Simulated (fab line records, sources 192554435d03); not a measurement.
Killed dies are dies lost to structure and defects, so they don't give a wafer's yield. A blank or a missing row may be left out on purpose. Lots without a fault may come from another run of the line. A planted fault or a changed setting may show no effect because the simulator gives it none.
fab line records | flow n5_finfet
record lots=6 wafers=18 last_day=16
route steps=1938 shown BEOL_M3@988 BEOL_M4@1021 PASSIVATION@1936
lots that met no fault: from a run of the same line without faults
start_h: hours from the record's first day to the start of the lot's first wafer shown | wait_h: hours since the lot's step before | " the same as in the row above | L1.1+2: a row that stands for several wafers | - no value, or no start given | * or withheld: withheld | < > ~ a bound
route shown NAME@n: a module of which the file shows steps, and the number in the route of the first | usual: mean/standard deviation of fault-free wafers | same: alike in all rows | chamber/n: place in a boat | sites: the reading at each site | _std_site: their standard deviation | _edge_site: outer sites' mean less inner sites' | radius_mm: how far each site lies from the wafer's centre | mask NAME#n: copy n | behind: the tool/chamber that last shaped the wafer | hold: why the lot was held/for how many hours/how that ended | device: the transistor (n, p or np) that didn't switch | end of line: the same wafers' tests at the end of the route | a step without rows: its recipe alone | killed: dies lost to structure and defects at the first sort, not the wafer's yield | map: a wafer's dies, x killed, . not, _ none there
set.NAME: the setting as run; set.NAME@STEP: as run at that earlier step | model.NAME: the simulator's own value behind a step, which no gauge read
lots at some steps of the route; a table a step, a row a wafer
services: from which hour (start_h, from the record's first day; less than 0 if before it) a tool's chamber was out of use, for how many hours, and why
## steps
# step N5_BEOL_M3_CD_MEAS_35
# recipe target_cd_nm=18 target_cd_y_nm=21 polarity=opening
# usual cd_nm=17.9/0.46
# columns lot.wafer tool chamber start_h wait_h cd_nm
L388.1 cd_sem-03 - 149.16 0.0 18.4
L388.2 " - " " 18.2
L388.4 " - " " 18.0
L390.2 cd_sem-02 - 155.29 0.0 17.3
L390.3 " - " " 17.7
L390.5 " - " " 16.6
L393.2 cd_sem-01 - 179.02 0.0 17.2
L393.3 " - " " 17.3
L393.5 " - " " 18.4
L399.1 cd_sem-01 - 218.72 0.0 18.0
L399.2 " - " " 18.0
L399.3 " - " " 18.1
L407.2 cd_sem-03 - 266.28 0.0 18.4
L407.3 " - " " 18.5
L407.5 " - " " 18.0
L406.1 cd_sem-03 - 275.76 0.0 18.1
L406.3 " - " " 18.6
L406.5 " - " " 18.4
# step N5_BEOL_M3_DEGAS_44
# recipe ambient=vacuum temp_c=250 time_s=60
# step N5_BEOL_M3_PRE_CLEAN_45
# recipe gas=H2/He time_s=30 temp_c=250
# step N5_BEOL_M3_ALD_84
# recipe material=TaN target_thk_a=* temp_c=275 ald_precursor_family=PDMAT ald_co_reactant=NH3 pressure_torr=3 carrier_flow_sccm=1500 pulse_time_s=2 purge_time_s=3 co_reactant_purge_time_s=2 co_reactant_pulse_time_s=3 ald_cycles=30 precursor_vessel_temp_c=75 precursor_vessel_pressure_torr=26.25 precursor_vessel_carrier_sccm=1000
# step N5_BEOL_M3_SURFACE_TREAT_85
# recipe gas=Ar time_s=* ion_energy_ev=* ion_current_ma_cm2=0.5 pressure_mtorr=* ar_flow_sccm=30
# step N5_BEOL_M3_CVD_47
# recipe material=Co target_thk_a=30 temp_c=withheld precursor=CCTBA/H2 pressure_torr=30 time_s=223.8
# step N5_BEOL_M3_SPUTTER_48
# recipe material=Cu target_thk_a=45 temp_c=-20 chamber_pressure_pa=0.07 power_w=withheld time_s=8.29
# usual throttle_valve_pct=29.9/1.3
# columns lot.wafer tool chamber start_h wait_h throttle_valve_pct
L388.1 pvd_sputter-02 - 150.30 0.2 30.8
L388.2 " - " " 30.5
L388.4 " - " " 30.1
L390.2 pvd_sputter-02 - 157.60 0.1 30.7
L390.3 " - " " 30.0
L390.5 " - " " 30.2
L393.2 pvd_sputter-02 - 180.41 0.3 30.5
L393.3 " - " " 28.8
L393.5 " - " " 30.5
L399.1 pvd_sputter-03 - 219.57 0.1 31.2
L399.2 " - " " 31.2
L399.3 " - " " 31.6
L407.2 pvd_sputter-02 - 267.46 0.2 30.3
L407.3 " - " " 30.8
L407.5 " - " " 30.3
L406.1 pvd_sputter-02 - 276.40 0.1 30.7
L406.3 " - " " 30.2
L406.5 " - " " 30.3
# step N5_BEOL_M3_ANNEAL_49
# recipe temp_c=400 time_s=240 ambient=vacuum
# step N5_BEOL_M3_SPUTTER_79
# recipe material=Cu target_thk_a=45 temp_c=-20 chamber_pressure_pa=0.07 power_w=withheld time_s=8.29
# step N5_BEOL_M3_ANNEAL_80
# recipe temp_c=400 time_s=240 ambient=vacuum
# usual heater_power_w=837/85
# columns lot.wafer tool chamber start_h wait_h heater_power_w
L388.1 pvd_sputter-02 - 150.60 0.0 860
L388.2 " - " " 857
L388.4 " - " " 936
L390.2 pvd_sputter-02 - 157.90 0.0 839
L390.3 " - " " 941
L390.5 " - " " 932
L393.2 pvd_sputter-02 - 180.71 0.0 810
L393.3 " - " " 934
L393.5 " - " " 819
L399.1 pvd_sputter-03 - 219.87 0.0 837
L399.2 " - " " 852
L399.3 " - " " 754
L407.2 pvd_sputter-02 - 267.76 0.0 907
L407.3 " - " " 859
L407.5 " - " " 832
L406.1 pvd_sputter-02 - 276.70 0.0 831
L406.3 " - " " 953
L406.5 " - " " 924
# step N5_BEOL_M3_SPUTTER_81
# recipe material=Cu target_thk_a=45 temp_c=-20 chamber_pressure_pa=0.07 power_w=withheld time_s=8.29
# step N5_BEOL_M3_ANNEAL_82
# recipe temp_c=400 time_s=240 ambient=vacuum
# usual heater_power_w=836/83
# columns lot.wafer tool chamber start_h wait_h heater_power_w
L388.1 pvd_sputter-02 - 150.82 0.0 876
L388.2 " - " " 834
L388.4 " - " " 946
L390.2 pvd_sputter-02 - 158.12 0.0 872
L390.3 " - " " 926
L390.5 " - " " 942
L393.2 pvd_sputter-02 - 180.93 0.0 822
L393.3 " - " " 914
L393.5 " - " " 842
L399.1 pvd_sputter-03 - 220.09 0.0 880
L399.2 " - " " 873
L399.3 " - " " 773
L407.2 pvd_sputter-02 - 267.98 0.0 930
L407.3 " - " " 857
L407.5 " - " " 829
L406.1 pvd_sputter-02 - 276.92 0.0 815
L406.3 " - " " 948
L406.5 " - " " 924
# step N5_BEOL_M3_SPUTTER_86
# recipe material=Cu target_thk_a=45 temp_c=-20 chamber_pressure_pa=0.07 power_w=withheld time_s=8.29
# usual throttle_valve_pct=30.0/1.3
# columns lot.wafer tool chamber start_h wait_h throttle_valve_pct
L388.1 pvd_sputter-02 - 150.96 0.1 30.9
L388.2 " - " " 30.6
L388.4 " - " " 30.0
L390.2 pvd_sputter-02 - 158.26 0.1 30.8
L390.3 " - " " 30.3
L390.5 " - " " 30.3
L393.2 pvd_sputter-02 - 181.07 0.1 30.5
L393.3 " - " " 28.9
L393.5 " - " " 30.6
L399.1 pvd_sputter-03 - 220.23 0.1 31.4
L399.2 " - " " 31.1
L399.3 " - " " 31.8
L407.2 pvd_sputter-02 - 268.12 0.1 30.0
L407.3 " - " " 31.0
L407.5 " - " " 30.6
L406.1 pvd_sputter-02 - 277.06 0.1 31.0
L406.3 " - " " 30.3
L406.5 " - " " 29.9
# step N5_BEOL_M3_ANNEAL_87
# recipe temp_c=400 time_s=240 ambient=vacuum
# step N5_BEOL_M3_SPUTTER_88
# recipe material=Cu target_thk_a=45 temp_c=-20 chamber_pressure_pa=0.07 power_w=withheld time_s=8.29
# step N5_BEOL_M3_ANNEAL_89
# recipe temp_c=400 time_s=240 ambient=vacuum
# step N5_BEOL_M3_SPUTTER_90
# recipe material=Cu target_thk_a=45 temp_c=-20 chamber_pressure_pa=0.07 power_w=withheld time_s=8.29
# step N5_BEOL_M3_ANNEAL_91
# recipe temp_c=400 time_s=240 ambient=vacuum
# step N5_BEOL_M3_SPUTTER_92
# recipe material=Cu target_thk_a=45 temp_c=-20 chamber_pressure_pa=0.07 power_w=withheld time_s=8.29
# step N5_BEOL_M3_ANNEAL_93
# recipe temp_c=400 time_s=240 ambient=vacuum
# step N5_BEOL_M3_SPUTTER_94
# recipe material=Cu target_thk_a=45 temp_c=-20 chamber_pressure_pa=0.07 power_w=withheld time_s=8.29
# step N5_BEOL_M3_ANNEAL_95
# recipe temp_c=400 time_s=240 ambient=vacuum
# usual heater_power_w=836/85
# columns lot.wafer tool chamber start_h wait_h heater_power_w
L388.1 pvd_sputter-02 - 151.92 0.0 848
L388.2 " - " " 814
L388.4 " - " " 953
L390.2 pvd_sputter-02 - 159.22 0.0 833
L390.3 " - " " 933
L390.5 " - " " 928
L393.2 pvd_sputter-02 - 182.03 0.0 827
L393.3 " - " " 919
L393.5 " - " " 833
L399.1 pvd_sputter-03 - 221.19 0.0 865
L399.2 " - " " 887
L399.3 " - " " 756
L407.2 pvd_sputter-02 - 269.08 0.0 942
L407.3 " - " " 826
L407.5 " - " " 842
L406.1 pvd_sputter-02 - 278.02 0.0 831
L406.3 " - " " 932
L406.5 " - " " 951
# step N5_BEOL_M3_SPUTTER_96
# recipe material=Cu target_thk_a=45 temp_c=-20 chamber_pressure_pa=0.07 power_w=withheld time_s=8.29
# step N5_BEOL_M3_ECD_50
# recipe material=Cu target_thk_a=3000
# step N5_BEOL_M3_ANNEAL_51
# recipe temp_c=225 time_s=90 ambient=N2
# step N5_BEOL_M3_CMP_52
# recipe stop_on=SiOC t_overpolish_s=6.8 down_force_psi=1 platen_rpm=50 clearing_platen_down_force_psi=1.5 clearing_platen_rpm=50 post_cmp_clean=cu_alkaline target_thk_nm=40 clearing_platen_pad_velocity_m_s=0.99484 pad_velocity_m_s=0.99484
# step N5_BEOL_M3_PRE_CLEAN_60
# recipe gas=NH3/H2 time_s=15 temp_c=* rf_power_w=300
# step N5_BEOL_M3_CO_CAP_55
# recipe material=Co target_thk_a=20 temp_c=200 precursor=CCTBA/H2 pressure_torr=30 time_s=102.1
# step N5_BEOL_M3_PRE_CLEAN_56
# recipe gas=NH3 time_s=15 temp_c=withheld rf_power_w=300
# step N5_BEOL_M3_DEP_57
# recipe material=SiCN target_thk_a=80 temp_c=withheld precursor=3MS/NH3 pressure_torr=3 rf_w=202 time_s=14
# usual showerhead_plenum_p_Torr=3.670/0.0079 throttle_valve_pct=8.9/0.47
# columns lot.wafer tool chamber start_h wait_h showerhead_plenum_p_Torr throttle_valve_pct
L388.1 pecvd-02 0 153.04 0.0 3.666 8.6
L388.2 " 1 " " 3.681 8.7
L388.4 " 1 " " 3.676 8.5
L390.2 pecvd-02 2 160.34 0.0 3.659 8.4
L390.3 " 1 " " 3.680 8.5
L390.5 " 2 " " 3.663 8.2
L393.2 pecvd-01 0 183.15 0.0 3.665 8.8
L393.3 " 1 " " 3.672 9.5
L393.5 " 1 " " 3.673 9.3
L399.1 pecvd-01 1 222.31 0.0 3.674 9.4
L399.2 " 2 " " 3.678 8.5
L399.3 " 0 " " 3.661 8.9
L407.2 pecvd-01 2 270.80 0.0 3.680 8.8
L407.3 " 1 " " 3.678 9.6
L407.5 " 1 " " 3.685 9.6
L406.1 pecvd-01 2 279.65 0.0 3.669 8.2
L406.3 " 0 " " 3.657 8.6
L406.5 " 0 " " 3.677 8.7
# step N5_BEOL_M3_RS_MEAS_58
# recipe thk_meas_gauge=four-point-probe reads=Co_of_BEOL_M3_CO_CAP_55+Cu_of_BEOL_M3_ECD_50+Co_of_BEOL_M3_CVD_47+TaN_of_BEOL_M3_ALD_84
# usual M3_RS=0.68/0.039
# columns lot.wafer tool chamber start_h wait_h M3_RS[ohm/sq]
L388.1 film_metro-02 - 153.10 0.0 0.73
L388.2 " - " " 0.76
L388.4 " - " " 0.72
L390.2 film_metro-01 - 160.40 0.1 0.72
L390.3 " - " " 0.65
L390.5 " - " " 0.66
L393.2 film_metro-02 - 183.22 0.1 0.70
L393.3 " - " " 0.68
L393.5 " - " " 0.65
L399.1 film_metro-02 - 222.38 0.0 0.74
L399.2 " - " " 0.78
L399.3 " - " " 0.68
L407.2 film_metro-02 - 270.87 0.1 0.68
L407.3 " - " " 0.73
L407.5 " - " " 0.64
L406.1 film_metro-01 - 279.71 0.0 0.67
L406.3 " - " " 0.70
L406.5 " - " " 0.65
# step N5_BEOL_M4_ILD_DEP_00
# recipe material=SiOC target_thk_a=790 temp_c=350 precursor=DEMS/O2 pressure_torr=5 rf_w=500 time_s=15.3
# step N5_BEOL_M4_THK_MEAS_01
# recipe reads=SiOC_of_BEOL_M4_ILD_DEP_00
# usual M4_ILD_THK=78.8/1.2
# columns lot.wafer tool chamber start_h wait_h M4_ILD_THK[nm]
L388.1 film_metro-02 - 153.23 0.0 77.9
L388.2 " - " " 78.3
L388.4 " - " " 78.7
L390.2 film_metro-02 - 160.53 0.1 77.8
L390.3 " - " " 78.8
L390.5 " - " " 79.3
L393.2 film_metro-01 - 183.35 0.1 77.3
L393.3 " - " " 78.0
L393.5 " - " " 79.0
L399.1 film_metro-02 - 222.51 0.0 78.1
L399.2 " - " " 77.6
L399.3 " - " " 79.0
L407.2 film_metro-02 - 271.02 0.1 78.5
L407.3 " - " " 78.0
L407.5 " - " " 79.3
L406.1 film_metro-01 - 279.84 0.0 77.4
L406.3 " - " " 78.8
L406.5 " - " " 79.1
# step N5_BEOL_M4_PECVD_72
# recipe material=SiO2 target_thk_a=160 temp_c=400 precursor=TEOS/O2 pressure_torr=5.5 rf_w=450 teos_flow_sccm=53.8 gas=O2 flow_sccm=3000 time_s=18
# step N5_BEOL_M4_HM_DEP_02
# recipe material=TiN target_thk_a=200 temp_c=25 chamber_pressure_pa=0.49996
# step N5_BEOL_M4_COAT_61
# recipe resist=SOC temp_c=250 time_s=60 spin_rpm=1500 resist_thk_nm=60
# step N5_BEOL_M4_COAT_62
# recipe resist=SiARC temp_c=220 time_s=60 spin_rpm=1500 resist_thk_nm=12
# step N5_BEOL_M4_COAT_73
# recipe resist=underlayer temp_c=205 time_s=60 spin_rpm=1500 resist_thk_nm=5
# step N5_BEOL_M4_COAT_05
# recipe resist=CAR-EUV spin_rpm=1500 resist_thk_nm=30
# step N5_BEOL_M4_EBR_07
# recipe solvent=PGMEA ebr_width_mm=1.5
# step N5_PASSIVATION_PROBE_49
# usual defect_limited_yield=91.2/1.6 killed_at_M0_to_M3=34/11 killed_at_M4_up=13/5.2 killed_at_contacts=13/6.3 killed_at_front_end=40/14 killed_at_other=3.2/2.4 killed_dies=104/19 killed_open=69/14 killed_short=32/7.5 sort_bin_5_function=5.3/1.1 sort_bin_6_memory=3.2/0.73 sort_bin_8_speed=0.01/0.038 sort_n_pass=1076/19 sort_yield_pct=91.2/1.6
# same gross_dies=1180 killed_at_back_side=0 sort_bin_4_leakage[%]=0
# columns lot.wafer tool chamber start_h wait_h defect_limited_yield[%] killed_at_M0_to_M3 killed_at_M4_up killed_at_contacts killed_at_front_end killed_at_other killed_dies killed_open killed_short sort_bin_5_function[%] sort_bin_6_memory[%] sort_bin_8_speed[%] sort_n_pass sort_yield_pct[%]
L407.2 prober-02 - 387.42 0.1 83.1 142 12 11 31 3 199 55 25 10.6 4.2 0 981 83.1
L407.3 prober-02 - 387.47 0.1 84.2 131 15 12 26 3 187 62 29 10.0 4.4 0 993 84.2
L407.5 prober-02 - 387.57 0.2 86.4 120 12 3 25 0 160 45 23 8.1 3.4 0 1020 86.4
L406.1 prober-01 - 393.34 0.0 85.2 108 6 35 24 2 175 75 27 10.8 2.4 0 1005 85.2
L406.3 prober-01 - 393.44 0.1 84.5 134 10 18 20 1 183 56 15 10.8 2.9 0 997 84.5
L406.5 prober-01 - 393.54 0.2 81.9 144 16 11 35 7 213 69 30 11.7 4.3 0 967 81.9
# killed by level:class
L407.2 BEOL_M3:unspecified=115 MOL_CONTACT_COAG:geometric_particle:open=8 DUMMY_GATE:geometric_particle:open=7 BEOL_M1:geometric_particle:open=7 BEOL_M3:geometric_particle:open=6 STARTING-WAFER:geometric_particle:open=5 STI_FIN_REVEAL:geometric_particle:open=4 BEOL_M0_SAQP:geometric_particle:open=4
L407.3 BEOL_M3:unspecified=95 STI_FIN_REVEAL:geometric_particle:open=11 MOL_CONTACT_COAG:geometric_particle:open=10 BEOL_M0_SAQP:geometric_particle:short=10 BEOL_M0_SAQP:geometric_particle:open=7 BEOL_M1:geometric_particle:open=6 BEOL_M3:geometric_particle:open=5 BEOL_M2:geometric_particle:open=4
L407.5 BEOL_M3:unspecified=88 BEOL_M0_SAQP:geometric_particle:open=8 FIN_SAQP:geometric_particle:short=6 BEOL_M1:geometric_particle:open=6 BEOL_M0_SAQP:geometric_particle:short=4 FIN_SAQP:geometric_particle:open=3 STI_FIN_REVEAL:geometric_particle:open=3 DUMMY_GATE:geometric_particle:open=3
L406.1 BEOL_M3:unspecified=72 MOL_CONTACT_COAG:geometric_particle:open=29 BEOL_M2:geometric_particle:open=11 STI_FIN_REVEAL:geometric_particle:open=8 MOL_CONTACT_COAG:geometric_particle:short=6 BEOL_M0_SAQP:geometric_particle:short=6 BEOL_M0:geometric_particle:open=5 BEOL_M3:geometric_particle:open=5
L406.3 BEOL_M3:unspecified=109 MOL_CONTACT_COAG:geometric_particle:open=17 BEOL_M3:geometric_particle:open=7 BEOL_M1:geometric_particle:open=6 GATE_CUT:geometric_particle:short=4 BEOL_M0:geometric_particle:open=4 STARTING-WAFER:geometric_particle:open=4 STI_FIN_REVEAL:geometric_particle:open=3
L406.5 BEOL_M3:unspecified=114 MOL_CONTACT_COAG:geometric_particle:open=10 STI_FIN_REVEAL:geometric_particle:open=8 GATE_CUT:geometric_particle:short=8 BEOL_M3:geometric_particle:open=7 BEOL_M0:geometric_particle:open=6 FIN_SAQP:geometric_particle:short=5 BEOL_M0_SAQP:geometric_particle:short=5
# map L406.5 (x killed, . not)
_________________x...........________________
______________.......x......xx.x_____________
___________....x..............x....__________
__________.........x...............x_________
________.................xxxx........._______
_______...x....x.....x..x....x..xx.....______
______..x.x.xxx........................._____
_____.xx.xxxxx.......x.............x.....____
____x...xxxxxxxx..........................___
___..xxxxxxxxxxxx........x.................__
___.xxxxxxxxxxxxx..x.......................__
__..xxxxxxxxxxxxxx..x..............x......x._
__....xxxxxxxxxxxx.x....x..................x_
_.....xxxxxxxxxxxxx............x.......xx....
_.x....xxxxxxxxx...x..........x....x....x....
_.....x.xxxxxxx.........x....................
_.x...x..xx.xx..........x....................
_.x....x.x.x.xx...x..xx......................
_........x..x..............x......x......x...
_...x...x......x.....x.......................
_...xx.x....................x...x.x.x........
__..x.............................x.x..x...x_
__.....x........x...........x...x..........._
___........................................__
___.x...x.....x.......x.......x..........x.__
____.......x.........x.......x........x...___
_____x....................x....x.x.......____
______.....x.....xx....................._____
_______.........x..x..x........x.......______
________x....x...........x............_______
__________..................x......._________
___________.............x..........__________
______________x........xxx......_____________
_________________..........x.________________
# map L407.2 (x killed, . not)
_________________............________________
______________.....x.....x......_____________
___________.................x......__________
__________.......xx...............x._________
________.x...xx.......x..x.........x.._______
_______..........x.....................______
______....x..x....x.......x...x........._____
_____.xx.x.xxxx....................x....x____
____....xxxxxxxx......x.....x.............___
___.x.xxxxxxxxxx.x...........x.............__
___..xxxxxxxxxxxx.x..............x..x......__
__...x.xxxxxxxxxxx.x.....................x.._
__.xxxxxxxxxxxxxxx.........x................_
_...xxxxxxxxxxxxx.x.............x........x...
_...x.xxxxxxxxxx.x.xx.............x..........
_...x.xx.xxxxxxxx......x...........xx........
_........x.xx.x.x.x.........x......x.........
_x...x.xxx............x............x.........
_x...........x........x......................
_.............x...........x..........x......x
_x.........x........x....x...................
__..x....................x......x..........._
__....x....x.x.......................x......_
___.......x...x..........x....x.x..x.......__
___...................x......x.............__
____................x.......x........x....___
_____...................x....x...........____
______xx..x...x.................x..x...._____
_______......xx....x...................______
________..........x..................._______
__________...................x......_________
___________...............x........__________
______________..........x......._____________
_________________............________________
## services
# columns tool chamber start_h hours kind
pecvd-01 1 126.99 2.1 scheduled_down
pecvd-01 - 127.62 5.5 pm
pecvd-02 1 139.84 2.1 scheduled_down
pecvd-01 - 238.21 2.8 pm
pecvd-02 - 240.84 1.9 repair
pecvd-01 - 243.67 0.6 repair
## key
first_sign step=N5_PASSIVATION_PROBE_49 reading=killed_at_M0_to_M3 direction=up sigmas=8.5 usual=34 struck=130
effect step=N5_PASSIVATION_PROBE_49 reading=defect_limited_yield direction=down sigmas=4.3 usual=91.2 struck=84.2
more_kills_born_at N5_BEOL_M3_SPUTTER_86@pvd_sputter-02=593
met_at N5_BEOL_M3_SPUTTER_86
struck_wafers L406.1,L406.3,L406.5,L407.2,L407.3,L407.5
onset_between 181.07 268.12
also_fits time
fault kind=chamber_particle_source tool=pvd_sputter-02 chamber=- onset_h=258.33 steps=N5_BEOL_M3_SPUTTER_86 rate_per_visit_cm2=0.56568 end_h=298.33
